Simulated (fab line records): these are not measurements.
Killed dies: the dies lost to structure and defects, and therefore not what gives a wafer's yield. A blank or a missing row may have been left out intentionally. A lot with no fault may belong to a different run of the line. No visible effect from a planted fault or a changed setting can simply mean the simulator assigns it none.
Split-lot trial / flow n5 finfet / 21 wafers read across 7 lots, on a route 1938 steps long

## THE SPLIT ITSELF
At N5_BEOL_M14_EXPOSE_25 (exposes mask M14, target cd 280 nm), the setting dose mj was moved away from the recipe's 26.6 on 6 of the 21 wafers read, by -5.7% to +5.8%. All remaining wafers had this setting at the recipe value.

## FROM THE SPLIT TO THE READING: what the file shows between them, 3 steps
- N5_BEOL_M14_PEB_26: peb time 90 s
- N5_BEOL_M14_DEVELOP_27: develop time 45 s
- N5_BEOL_M14_HARDBAKE_32: time 120 s

## THE READING
cd nm (nm) at N5_BEOL_M14_CD_MEAS_28, where the cd target is 284.4 nm. On this fab line, fault-free wafers typically give 285.3 nm with a standard deviation of 1.6 nm.

wafer=L078.1; tool, chamber at the split=krf scanner-02, 0; dose mj as run=26.6; against the recipe=recipe; cd nm, nm=286.3; against lot-mates on the recipe=-
wafer=L078.2; tool, chamber at the split=krf scanner-02, 0; dose mj as run=26.6; against the recipe=recipe; cd nm, nm=287.3; against lot-mates on the recipe=-
wafer=L078.5; tool, chamber at the split=krf scanner-02, 0; dose mj as run=26.6; against the recipe=recipe; cd nm, nm=285.4; against lot-mates on the recipe=-
wafer=L081.1; tool, chamber at the split=krf scanner-02, 0; dose mj as run=26.6; against the recipe=recipe; cd nm, nm=284.3; against lot-mates on the recipe=-
wafer=L081.2; tool, chamber at the split=krf scanner-02, 0; dose mj as run=26.6; against the recipe=recipe; cd nm, nm=283.7; against lot-mates on the recipe=-
wafer=L081.4; tool, chamber at the split=krf scanner-02, 0; dose mj as run=26.6; against the recipe=recipe; cd nm, nm=284.0; against lot-mates on the recipe=-
wafer=L080.2; tool, chamber at the split=krf scanner-01, 0; dose mj as run=25.36; against the recipe=-4.7%; cd nm, nm=278.1; against lot-mates on the recipe=-7.9
wafer=L080.3; tool, chamber at the split=krf scanner-01, 0; dose mj as run=26.6; against the recipe=recipe; cd nm, nm=286.0; against lot-mates on the recipe=-
wafer=L080.4; tool, chamber at the split=krf scanner-01, 0; dose mj as run=25.36; against the recipe=-4.7%; cd nm, nm=279.8; against lot-mates on the recipe=-6.2
wafer=L082.1; tool, chamber at the split=krf scanner-01, 0; dose mj as run=26.6; against the recipe=recipe; cd nm, nm=286.0; against lot-mates on the recipe=-
wafer=L082.2; tool, chamber at the split=krf scanner-01, 0; dose mj as run=26.6; against the recipe=recipe; cd nm, nm=286.2; against lot-mates on the recipe=-
wafer=L082.5; tool, chamber at the split=krf scanner-01, 0; dose mj as run=28.15; against the recipe=+5.8%; cd nm, nm=296.6; against lot-mates on the recipe=+10.5
wafer=L087.2; tool, chamber at the split=krf scanner-01, 0; dose mj as run=25.09; against the recipe=-5.7%; cd nm, nm=277.6; against lot-mates on the recipe=-7.5
wafer=L087.4; tool, chamber at the split=krf scanner-01, 0; dose mj as run=26.6; against the recipe=recipe; cd nm, nm=285.5; against lot-mates on the recipe=-
wafer=L087.5; tool, chamber at the split=krf scanner-01, 0; dose mj as run=26.6; against the recipe=recipe; cd nm, nm=284.8; against lot-mates on the recipe=-
wafer=L089.2; tool, chamber at the split=krf scanner-01, 0; dose mj as run=26.6; against the recipe=recipe; cd nm, nm=282.4; against lot-mates on the recipe=-
wafer=L089.3; tool, chamber at the split=krf scanner-01, 0; dose mj as run=26.6; against the recipe=recipe; cd nm, nm=283.9; against lot-mates on the recipe=-
wafer=L089.5; tool, chamber at the split=krf scanner-01, 0; dose mj as run=26.6; against the recipe=recipe; cd nm, nm=285.6; against lot-mates on the recipe=-
wafer=L094.1; tool, chamber at the split=krf scanner-01, 0; dose mj as run=27.18; against the recipe=+2.2%; cd nm, nm=288.7; against lot-mates on the recipe=+4.2
wafer=L094.2; tool, chamber at the split=krf scanner-01, 0; dose mj as run=26.6; against the recipe=recipe; cd nm, nm=284.5; against lot-mates on the recipe=-
wafer=L094.6; tool, chamber at the split=krf scanner-01, 0; dose mj as run=27.18; against the recipe=+2.2%; cd nm, nm=288.6; against lot-mates on the recipe=+4.1

THE FIT
A straight line over all 21 wafers: cd nm changes by +1.54 nm for each +1% of dose mj; r = +0.95; the points scatter about the line by 1.3 nm.
The same after taking each lot's own level away (the mean of its wafers on the recipe; 21 wafers): +1.59 nm for each +1%; r = +0.98; scatter 0.82 nm.
On that fit, the largest move of dose mj shifts the reading by 9.2 nm.
The lots' own levels span 283.97 to 286.33 nm, that is 1.5 times the standard deviation above.
So the lot-to-lot level changes the slope little: the two slopes agree.
Check: for one of the wafers moved furthest among these (+5.8%), held out of the fit, the line's prediction against its lot-mates is +8.89 nm. It came out at +10.5 nm against them.

## THE WHOLE CHAIN: every reading that the file lists as answering this split, in the file's order
step=N5_BEOL_M14_CD_MEAS_28; what it does=target cd 284.4 nm; reading=cd nm; change (the file's fit)=+1.57 nm for each +1% of the setting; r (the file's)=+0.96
step=N5_BEOL_M14_DESCUM_33; what it does=chemistry O2, time 7.9 s; reading=BEOL_M14.cd nm (the simulator's own value, which no gauge read); change (the file's fit)=+1.59 nm for each +1% of the setting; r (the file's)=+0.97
step=N5_BEOL_M14_ETCH_68; what it does=etches SOC in N2/H2, time 450 s; reading=BEOL_M14.cd nm (the simulator's own value, which no gauge read); change (the file's fit)=+1.82 nm for each +1% of the setting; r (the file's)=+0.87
step=N5_BEOL_M14_TRENCH_ETCH_34; what it does=etches SiO2 in C4F8/O2/Ar, target depth 556.65 nm, time 126.9 s; reading=BEOL_M14.cd nm (the simulator's own value, which no gauge read); change (the file's fit)=+1.86 nm for each +1% of the setting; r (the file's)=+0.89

## THE FILE'S OWN FIT
cd nm changes by +1.57 nm for each +1% of dose mj, r = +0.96.
